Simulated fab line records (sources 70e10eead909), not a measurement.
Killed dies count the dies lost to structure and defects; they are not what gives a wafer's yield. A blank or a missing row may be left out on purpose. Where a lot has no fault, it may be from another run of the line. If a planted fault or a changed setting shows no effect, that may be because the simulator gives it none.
One fault through the eyes of 2 desks    flow nandHarc    what lay behind the numbers comes last; until then each desk has only its own

METROLOGY DESK
Lot by lot, what the gauges showed, no matter which tool ran the lot: averages of those sampled wafers that carry a number. The brackets show how far a lot's mean lies from the usual mean; more than 4 standard deviations puts the lot out of limits, marked OUT.
Columns: A = cdNm at NHARC_THIN_TSV_CD_MEAS_16, usual 999.4 nm
lot   first seen here  A
L448  day 23 17:48     999.7
L449  day 24 15:24     999.3
L451  day 24 16:36     997.8
L450  day 25 05:20     1000.2
L453  day 25 08:36     1000.5
L454  day 26 14:44     999.3
L455  day 26 15:58     998.5
L456  day 27 12:17     998.2
L460  day 28 09:24     998.4
L463  day 29 11:55     1000.4
L466  day 31 15:29     999.0
L468  day 32 14:32     999.4
L470  day 33 18:08     998.9
This desk's finding: nothing out of limits on any of the 13 lots.

DESK OF THE TOOL OWNER: pecvd-04
The tool's own readings at NHARC_A_STAIRCASE_DEP_322 (deposits SiO2, target thk 7200 nm): means of the sampled wafers that have a number, for each lot that ran on this tool. The brackets show how far a lot's mean lies from the usual mean; more than 4 standard deviations puts the lot out of limits, marked OUT.
Columns: A = heaterPowerW at NHARC_A_STAIRCASE_DEP_322, usual 657 W
lot   first seen here  A
L449  day 18 22:29     667
L453  day 19 18:54     671
L455  day 20 18:59     593
L460  day 22 15:25     729
L463  day 24 00:26     726
L470  day 27 21:53     669
This desk's finding: nothing out of limits on any of the 6 lots.

BROUGHT TOGETHER
From the metrology desk's view, nothing was out of limits.
Nothing out of limits was seen by the tool owner's desk.

WHAT WAS PUT IN BY THE SIMULATOR
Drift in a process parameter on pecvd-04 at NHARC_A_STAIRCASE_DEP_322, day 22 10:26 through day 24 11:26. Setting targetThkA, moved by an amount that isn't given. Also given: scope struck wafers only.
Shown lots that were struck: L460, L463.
